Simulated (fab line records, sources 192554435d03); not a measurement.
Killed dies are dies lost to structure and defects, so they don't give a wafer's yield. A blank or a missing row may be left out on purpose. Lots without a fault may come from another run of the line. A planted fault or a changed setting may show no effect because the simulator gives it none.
fab line records | flow n5_finfet
record lots=4 wafers=12 last_day=15
route steps=1938 shown FIN_SAQP@120 FIN_CUT@154 BEOL_M4@1111 PASSIVATION@1936
lots that met no fault: from a run of the same line without faults
start_h: hours from the record's first day to the start of the lot's first wafer shown | wait_h: hours since the lot's step before | " the same as in the row above | L1.1+2: a row that stands for several wafers | - no value, or no start given | * or withheld: withheld | < > ~ a bound
route shown NAME@n: a module of which the file shows steps, and the number in the route of the first | usual: mean/standard deviation of fault-free wafers | same: alike in all rows | chamber/n: place in a boat | sites: the reading at each site | _std_site: their standard deviation | _edge_site: outer sites' mean less inner sites' | radius_mm: how far each site lies from the wafer's centre | mask NAME#n: copy n | behind: the tool/chamber that last shaped the wafer | hold: why the lot was held/for how many hours/how that ended | device: the transistor (n, p or np) that didn't switch | end of line: the same wafers' tests at the end of the route | a step without rows: its recipe alone | killed: dies lost to structure and defects at the first sort, not the wafer's yield | map: a wafer's dies, x killed, . not, _ none there
set.NAME: the setting as run; set.NAME@STEP: as run at that earlier step | model.NAME: the simulator's own value behind a step, which no gauge read
lots at some steps of the route; a table a step, a row a wafer
services: from which hour (start_h, from the record's first day; less than 0 if before it) a tool's chamber was out of use, for how many hours, and why
## steps
# step N5_FIN_SAQP_MANDREL_ETCH_22
# recipe target_depth_a=600 chemistry=HBr/Cl2 target=a-Si stop_on=SiNx bt_time_s=10 over_etch_frac=0.5 time_s=30 pressure_mtorr=10 icp_w=800 bias_w=75 HBr_flow_sccm=150 Cl2_flow_sccm=80 ends=end_point
# step N5_FIN_SAQP_STRIP_55
# recipe chemistry=N2/H2 power_w=500 temp_c=40 pressure_mtorr=50 rf_frequency_hz=6e+07 overash_fraction=0.3 bias_power_w=28 h2_frac=0.5 n2_flow_sccm=300 h2_flow_sccm=300
# step N5_FIN_SAQP_STRIP_23
# recipe chemistry=SPM time_s=750 temp_c=130 h2so4_h2o2_vol_ratio=4
# step N5_FIN_SAQP_SRD_66
# recipe dry=ipa_marangoni time_s=30 temp_c=23 rinse_liquid=diw
# step N5_FIN_SAQP_RECESS_75
# recipe chemistry=HF/NH3 target=SiO2 target_depth_a=144 afs_cycles=3 temp_c=30 sublimation_temp_c=180 sublimation_time_s=60
# step N5_FIN_SAQP_SPACER1_ALD_24
# recipe material=SiO2 target_thk_a=203 temp_c=300 ald_precursor_family=BDEAS ald_co_reactant=O2-plasma pulse_time_s=1 purge_time_s=2 co_reactant_purge_time_s=2 ald_cycles=218 pressure_torr=2
# step N5_FIN_SAQP_SPACER1_ETCHBACK_25
# recipe chemistry=CHF3/O2 mode=anisotropic_etchback target=SiO2 target_depth_a=244 time_s=12.2 pressure_mtorr=30 source_w=650 bias_w=170 Ar_flow_sccm=200 CHF3_flow_sccm=50 O2_flow_sccm=5 ion_energy_ev=200
# step N5_FIN_SAQP_MANDREL1_REMOVE_56
# recipe chemistry=HBr/Cl2/O2 bt_time_s=10 target=a-Si stop_on=SiNx endpoint=OES-SiCl over_etch_frac=1 icp_w=600 bias_w=22 HBr_flow_sccm=150 Cl2_flow_sccm=80 O2_flow_sccm=5 pressure_mtorr=10
# step N5_FIN_SAQP_ETCH_57
# recipe chemistry=CH3F/O2 target=SiNx mask_material=SiO2 target_depth_a=325 time_s=46.4 pressure_mtorr=30 source_w=395 bias_w=73 Ar_flow_sccm=150 CH3F_flow_sccm=30 O2_flow_sccm=20 ion_energy_ev=120 ends=cleared
# step N5_FIN_SAQP_ETCH_65
# recipe chemistry=CF4 target=SiO2 target_depth_a=40 ion_energy_ev=350 time_s=4.4 pressure_mtorr=10 icp_w=800 bias_w=400 cf4_flow_sccm=80
# step N5_FIN_SAQP_MANDREL_ETCH_58
# recipe chemistry=HBr/Cl2 target=a-Si target_depth_a=450 bt_time_s=10 stop_on=SiNx mask_material=SiO2 over_etch_frac=0.8 time_s=27 pressure_mtorr=10 icp_w=800 bias_w=75 HBr_flow_sccm=150 Cl2_flow_sccm=80 ends=end_point
# step N5_FIN_SAQP_RECESS_63
# recipe chemistry=HF/NH3 target=SiO2 target_depth_a=180 afs_cycles=3 temp_c=30 sublimation_temp_c=180 sublimation_time_s=60
# usual drypump_motor_current_A=5.61/0.23
# same sublimation_time_s=60
# columns lot.wafer tool chamber start_h wait_h drypump_motor_current_A
L536.1 vapor_etch-01 0 43.75 0.1 5.57
L536.2 " 1 " " 5.70
L536.3 " 0 " " 5.58
L542.3 vapor_etch-01 0 80.47 0.2 5.58
L542.5 " 0 " " 5.57
L542.6 " 1 " " 5.71
L543.1 vapor_etch-01 0 83.73 0.1 5.59
L543.4 " 0 " " 5.58
L543.5 " 1 " " 5.70
L550.3 vapor_etch-02 0 126.76 0.2 5.91
L550.4 " 1 " " 5.20
L550.5 " 0 " " 5.89
# step N5_FIN_SAQP_COAT_68
# recipe resist=SOC temp_c=250 time_s=60 spin_rpm=1500 resist_thk_nm=100
# step N5_FIN_SAQP_ETCH_69
# recipe chemistry=N2/H2 target=SOC target_depth_a=1500 stop_on=SiNx ion_energy_ev=100 bias_w=61 pressure_mtorr=30 source_w=850 n2_flow_sccm=200 h2_flow_sccm=200
# step N5_FIN_SAQP_ETCH_67
# recipe chemistry=CH3F/O2 target=SiNx target_depth_a=300 mask_material=SOC pressure_mtorr=30 source_w=395 bias_w=73 Ar_flow_sccm=150 CH3F_flow_sccm=30 O2_flow_sccm=20 ion_energy_ev=120
# step N5_FIN_SAQP_STRIP_70
# recipe chemistry=N2/H2 power_w=500 temp_c=40 pressure_mtorr=50 rf_frequency_hz=6e+07 overash_fraction=0.3 bias_power_w=28 h2_frac=0.5 n2_flow_sccm=300 h2_flow_sccm=300
# step N5_FIN_SAQP_RECESS_71
# recipe chemistry=HF/NH3 target=SiO2 target_depth_a=30 afs_cycles=1 temp_c=30 sublimation_temp_c=180 sublimation_time_s=60
# step N5_FIN_SAQP_SPACER2_ALD_28
# recipe material=SiO2 target_thk_a=81 temp_c=300 ald_precursor_family=BDEAS ald_co_reactant=O2-plasma pulse_time_s=1 purge_time_s=2 co_reactant_purge_time_s=2 pressure_torr=2
# step N5_FIN_SAQP_SPACER2_ETCHBACK_29
# recipe chemistry=CHF3/O2 mode=anisotropic_etchback target=SiO2 target_depth_a=122 time_s=6.1 pressure_mtorr=30 source_w=650 bias_w=170 Ar_flow_sccm=200 CHF3_flow_sccm=50 O2_flow_sccm=5 ion_energy_ev=200
# step N5_FIN_SAQP_MANDREL2_REMOVE_60
# recipe chemistry=HBr/Cl2/O2 bt_time_s=10 target=a-Si stop_on=SiNx endpoint=OES-SiCl over_etch_frac=1 icp_w=600 bias_w=22 HBr_flow_sccm=150 Cl2_flow_sccm=80 O2_flow_sccm=5 pressure_mtorr=10
# step N5_FIN_SAQP_HM_OPEN_33
# recipe chemistry=CH3F/O2 target=SiNx mask_material=SiO2 target_depth_a=494 time_s=70.6 pressure_mtorr=30 source_w=395 bias_w=73 Ar_flow_sccm=150 CH3F_flow_sccm=30 O2_flow_sccm=20 ion_energy_ev=120 ends=cleared
# step N5_FIN_SAQP_ETCH_34
# recipe chemistry=C4F6/O2 target=SiO2 target_depth_a=450 time_s=15 ion_energy_ev=250 pressure_mtorr=30 source_w=345 bias_w=185 Ar_flow_sccm=300 C4F6_flow_sccm=10 O2_flow_sccm=10 ends=cleared
# step N5_FIN_SAQP_STRIP_77
# recipe chemistry=N2/H2 time_s=90 power_w=100 temp_c=40 pressure_mtorr=100 rf_frequency_hz=6e+07 bias_power_w=3 n2_flow_sccm=300 h2_flow_sccm=300
# step N5_FIN_SAQP_ETCH_64
# recipe chemistry=CF4 target=SiO2 target_depth_a=15 ion_energy_ev=350 pressure_mtorr=10 icp_w=800 bias_w=400 cf4_flow_sccm=80
# step N5_FIN_SAQP_FIN_ETCH_36
# recipe chemistry=HBr/Cl2/O2 target_depth_a=1200 mask_material=SiNx time_s=50.4 bias_w=102 pressure_mtorr=10 icp_w=800 HBr_flow_sccm=150 Cl2_flow_sccm=80 O2_flow_sccm=12
# step N5_FIN_SAQP_PRECLEAN_38
# recipe chemistry=O3/DIW time_s=45 temp_c=22 o3_ppm=10
# step N5_FIN_SAQP_PRECLEAN_45
# recipe chemistry=dHF time_s=10 dilution=500:1 temp_c=25
# step N5_FIN_SAQP_SRD_39
# recipe dry=ipa_marangoni time_s=30 temp_c=23 rinse_liquid=diw
# step N5_FIN_SAQP_INSPECT_40
# recipe inspect_instrument=brightfield mode=aei
# usual raw_defect_count=252/74
# columns lot.wafer tool chamber start_h wait_h raw_defect_count
L536.1 defect_inspect-01 - 45.75 0.0 247
L536.2 " - " " 276
L536.3 " - " " 230
L542.3 defect_inspect-02 - 82.43 0.0 896
L542.5 " - " " 983
L542.6 " - " " 885
L543.1 defect_inspect-02 - 85.61 0.0 793
L543.4 " - " " 828
L543.5 " - " " 777
L550.3 defect_inspect-01 - 128.69 0.0 269
L550.4 " - " " 285
L550.5 " - " " 434
# step N5_FIN_CUT_COAT_18
# recipe resist=SOC temp_c=250 time_s=60 spin_rpm=1500 resist_thk_nm=230
# step N5_FIN_CUT_COAT_19
# recipe resist=SiARC temp_c=220 time_s=60 spin_rpm=1500 resist_thk_nm=20
# step N5_FIN_CUT_COAT_29
# recipe resist=underlayer temp_c=205 time_s=60 spin_rpm=1500 resist_thk_nm=10
# step N5_FIN_CUT_COAT_02
# recipe resist=CAR-EUV spin_rpm=1500 resist_thk_nm=30
# step N5_FIN_CUT_EBR_04
# recipe solvent=PGMEA ebr_width_mm=1.5
# step N5_FIN_CUT_SOFTBAKE_03
# recipe temp_c=110 time_s=60 resist=CAR-EUV
# step N5_FIN_CUT_EXPOSE_05
# recipe mask_id=FIN_CUT na=0.33 source_shape=annular sigma_inner=0.35 sigma_outer=0.8 polarization=unpolarized dose_mj=45.75
# step N5_FIN_CUT_PEB_06
# recipe peb_temp_c=100 peb_time_s=60 resist=CAR-EUV
# step N5_FIN_CUT_INSPECT_10
# recipe mode=adi inspect_instrument=brightfield
# usual raw_defect_count=46/13
# columns lot.wafer tool chamber start_h wait_h raw_defect_count
L536.1 defect_inspect-02 - 46.27 0.1 50
L536.2 " - " " 46
L536.3 " - " " 37
L542.3 defect_inspect-02 - 82.83 0.0 682
L542.5 " - " " 665
L542.6 " - " " 652
L543.1 defect_inspect-02 - 86.01 0.1 639
L543.4 " - " " 658
L543.5 " - " " 621
L550.3 defect_inspect-02 - 129.08 0.0 39
L550.4 " - " " 46
L550.5 " - " " 67
# step N5_BEOL_M4_RC_MEAS_101
# usual DIBL_N=36.0/2 DIBL_P=35.9/2.5 IOFF_N=0.16/0.038 IOFF_P=0.21/0.04 ION_N=675/14 ION_P=462/9.4 SS_N=71.5/0.75 SS_P=73.2/0.74 VT_N=250/3.9 VT_P=-251/3.2
# columns lot.wafer tool chamber start_h wait_h DIBL_N[mV/V] DIBL_P[mV/V] IOFF_N[nA/um] IOFF_P[nA/um] ION_N[uA/um] ION_P[uA/um] SS_N[mV/dec] SS_P[mV/dec] VT_N[mV] VT_P[mV]
L536.1 prober-01 0 182.19 0.0 34.6 34.3 0.14 0.18 665 464 72.2 72.6 253 -252
L536.2 " 0 " " 36.5 36.9 0.17 0.21 683 469 71.4 73.5 251 -252
L536.3 " 0 " " 35.2 36.4 0.15 0.20 673 465 72.1 72.7 252 -251
L542.3 prober-01 0 216.57 0.3 36.9 36.2 0.16 0.19 664 446 72.3 73.2 251 -255
L542.5 " 0 " " 33.9 34.4 0.12 0.16 653 451 71.8 72.8 253 -258
L542.6 " 0 " " 37.5 36.9 0.16 0.18 666 452 72.3 73.7 252 -255
L543.1 prober-02 0 229.23 0.0 35.7 35.8 0.16 0.19 665 455 71.7 72.5 250 -251
L543.4 " 0 " " 38.8 41.0 0.23 0.27 694 467 72.6 74.4 244 -247
L543.5 " 0 " " 33.3 34.3 0.12 0.18 669 461 70.8 72.6 251 -252
L550.3 prober-02 0 270.17 0.3 35.7 37.3 0.16 0.21 669 464 71.5 73.7 249 -246
L550.4 " 0 " " 34.4 36.1 0.13 0.18 686 473 71.0 73.1 256 -251
L550.5 " 0 " " 33.3 34.8 0.12 0.18 656 459 71.2 72.7 255 -253
# step N5_PASSIVATION_PROBE_49
# usual defect_limited_yield=91.3/1.5 killed_at_M0_to_M3=33/12 killed_at_M4_up=15/5.2 killed_at_contacts=12/5.1 killed_at_front_end=39/11 killed_at_other=5/3.6 killed_dies=103/18 killed_open=67/13 killed_short=33/7.8 sort_bin_5_function=5.1/0.96 sort_bin_6_memory=3.2/0.71 sort_n_pass=1077/18 sort_yield_pct=91.3/1.5
# same gross_dies=1180 killed_at_back_side=0 sort_bin_4_leakage[%]=0 sort_bin_8_speed[%]=0
# columns lot.wafer tool chamber start_h wait_h defect_limited_yield[%] killed_at_M0_to_M3 killed_at_M4_up killed_at_contacts killed_at_front_end killed_at_other killed_dies killed_open killed_short sort_bin_5_function[%] sort_bin_6_memory[%] sort_n_pass sort_yield_pct[%]
L542.3 prober-01 - 313.86 0.1 81.6 31 7 14 164 1 217 62 29 11.6 3.7 963 81.6
L542.5 prober-01 - 313.96 0.2 80.8 19 12 11 182 2 226 58 33 12.1 4.7 954 80.8
L542.6 prober-01 - 314.01 0.3 85.0 32 3 9 117 16 177 56 27 10.3 3.1 1003 85.0
L543.1 prober-02 - 327.90 0.0 80.9 48 17 8 150 2 225 66 33 12.1 4.4 955 80.9
L543.4 prober-02 - 328.05 0.2 80.8 55 14 8 142 7 226 69 38 12.0 4.4 954 80.8
L543.5 prober-02 - 328.10 0.2 83.2 60 20 11 104 3 198 71 45 8.6 5.4 982 83.2
# killed by level:class
L542.3 FIN_SAQP:unspecified=126 STI_FIN_REVEAL:geometric_particle:open=16 MOL_CONTACT_COAG:geometric_particle:open=9 BEOL_M3:geometric_particle:open=9 BEOL_M1:geometric_particle:open=8 FIN_SAQP:geometric_particle:short=7 MOL_CONTACT_COAG:geometric_particle:short=5 BEOL_M0_SAQP:geometric_particle:open=4
L542.5 FIN_SAQP:unspecified=135 FIN_SAQP:geometric_particle:open=13 FIN_SAQP:geometric_particle:short=13 STI_FIN_REVEAL:geometric_particle:open=9 MOL_CONTACT_COAG:geometric_particle:open=9 BEOL_M0_SAQP:geometric_particle:short=5 DUMMY_GATE:geometric_particle:open=4 BEOL_M4:geometric_particle:open=4
L542.6 FIN_SAQP:unspecified=78 PASSIVATION:area_etch=16 BEOL_M3:geometric_particle:open=9 MOL_CONTACT_COAG:geometric_particle:open=8 FIN_SAQP:geometric_particle:open=7 FIN_SAQP:geometric_particle:short=6 STI_FIN_REVEAL:geometric_particle:open=6 DUMMY_GATE:geometric_particle:open=6
L543.1 FIN_SAQP:unspecified=125 BEOL_M0_SAQP:geometric_particle:short=13 BEOL_M2:geometric_particle:open=12 STARTING-WAFER:geometric_particle:short=8 MOL_CONTACT_COAG:geometric_particle:open=7 BEOL_M3:geometric_particle:open=7 BEOL_M4:geometric_particle:open=7 STI_FIN_REVEAL:geometric_particle:open=6
L543.4 FIN_SAQP:unspecified=118 BEOL_M2:geometric_particle:open=15 BEOL_M0_SAQP:geometric_particle:open=14 MOL_CONTACT_COAG:geometric_particle:open=7 BEOL_M0_SAQP:geometric_particle:short=7 BEOL_M1:geometric_particle:open=7 STARTING-WAFER:geometric_particle:short=5 BEOL_M4:geometric_particle:open=5
L543.5 FIN_SAQP:unspecified=72 BEOL_M0_SAQP:geometric_particle:short=17 BEOL_M0_SAQP:geometric_particle:open=14 MOL_CONTACT_COAG:geometric_particle:open=10 HKMG_FIN:area_etch=10 BEOL_M4:geometric_particle:open=8 FIN_SAQP:geometric_particle:open=7 BEOL_M0:geometric_particle:short=6
# map L542.5 (x killed, . not)
_________________......x.....________________
______________......x.x.....xx.._____________
___________..........x.......x.x...__________
__________............x............._________
________..............xx.x..xx........_______
_______........................x.......______
______.................................._____
_____.............x..........x...........____
____x..x............x...x...x.x......x...x___
___.................xxxx...x...xxx....x....__
___.....................xx.xxxxxx........x.__
__....x..............xxxxxxxxxxxx.x.x......._
__...x...x........x..x.xxxxxxxx..xx..x......_
_...................xxxxxxxxxxxxxxxxx........
_.....x...........x.x.xxxxxxxxxxxxx..x.......
_...................xxxxxxxxxxxxxxxx..x......
_x...................xxxxxxxxxxxxx...........
_..x..........x.....xxxxxxxxxxxxx.x..........
_................x...x.xxxxxxxxx..x..x..x....
_......x.................xxxxxxx.xx...x......
_..........x...x...x.....x..xx.x...x.......x.
__.x..x..x..........x.x..x...x....x..x..x..._
__.......................................xx._
___..............x.x..x..............x.....__
___........................x.x.............__
____.x.....x.........................x....___
_____.........................x.x........____
______........xx........................_____
_______................................______
________..x......................x.x.._______
__________.............x............_________
___________.......x.x....x.........__________
______________...x.x....x..x...._____________
_________________.....x....x.________________
# map L543.4 (x killed, . not)
_________________.x..........________________
______________......x....x.....x_____________
___________.....xxx...x..x.........__________
__________.....x....x..............._________
________...........xx............x..x._______
_______..x............x................______
______.............x.xx..x....x........._____
_____....x.............x......x.........x____
____....xx....x....x......x...xxx...x.....___
___......................xx.xx.x...x.......__
___..x...x....x.........xx.xxxxx....x......__
__...x......x..x.....x.xxxxxxxxxxx.........._
__.x..x..x..xxx.......xxxxxxxxxxx..x.x......_
_.....................x.xxxxxxxxxx.........x.
_....x...x.........x.xxxxxxxxxxxxx.x........x
_....................xxxxxxxxxxxxxx.....x....
_..........x....x....x.xxxxxxxxxxx......x.x..
_.x......x.........x..xxxxxxxxxxxx.......x...
_..x......x...........x.xxxxxxxxxxx......x...
_x...x.........x.....x...x.xxxxx.x....x......
_............x.........x.xxx................x
__......x...........x......x.........x......_
__.x..................................x....._
___....................x.............x.....__
___......x..x..............................__
____.......................x..............___
_____.......................xx......x....____
______............x.........x..........._____
_______........x.......x.....x.....x...______
________.............................x_______
__________x...........x..xx...x....._________
___________.................x......__________
______________x...x............._____________
_________________........x...________________
## services
# columns tool chamber start_h hours kind
vapor_etch-02 - 21.22 14.6 pm
vapor_etch-01 - 67.59 0.8 repair
vapor_etch-02 0 75.10 0.7 repair
vapor_etch-01 - 78.54 0.8 repair
vapor_etch-01 - 86.88 14.6 pm
## key
first_sign step=N5_FIN_SAQP_INSPECT_40 reading=raw_defect_count direction=up sigmas=8.2 usual=252 struck=860
effect step=N5_FIN_CUT_INSPECT_10 reading=raw_defect_count direction=up sigmas=48 usual=46 struck=653
effect step=N5_PASSIVATION_PROBE_49 reading=killed_at_front_end direction=up sigmas=9.2 usual=39 struck=143
more_kills_born_at N5_FIN_SAQP_RECESS_63@vapor_etch-01=654
met_at N5_FIN_SAQP_RECESS_63
struck_wafers L542.3,L542.5,L542.6,L543.1,L543.4,L543.5
baseline_loss step=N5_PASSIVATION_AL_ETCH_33 wafers=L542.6
baseline_loss step=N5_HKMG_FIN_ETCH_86 wafers=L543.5
onset_between 43.75 80.47
fault kind=chamber_particle_source tool=vapor_etch-01 chamber=- onset_h=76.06 steps=N5_FIN_SAQP_RECESS_63 rate_per_visit_cm2=0.94849 end_h=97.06
# baseline_loss: these wafers lose ten dies or more at that step, a loss of the line's own and not of a fault; the sort's usual values leave them out
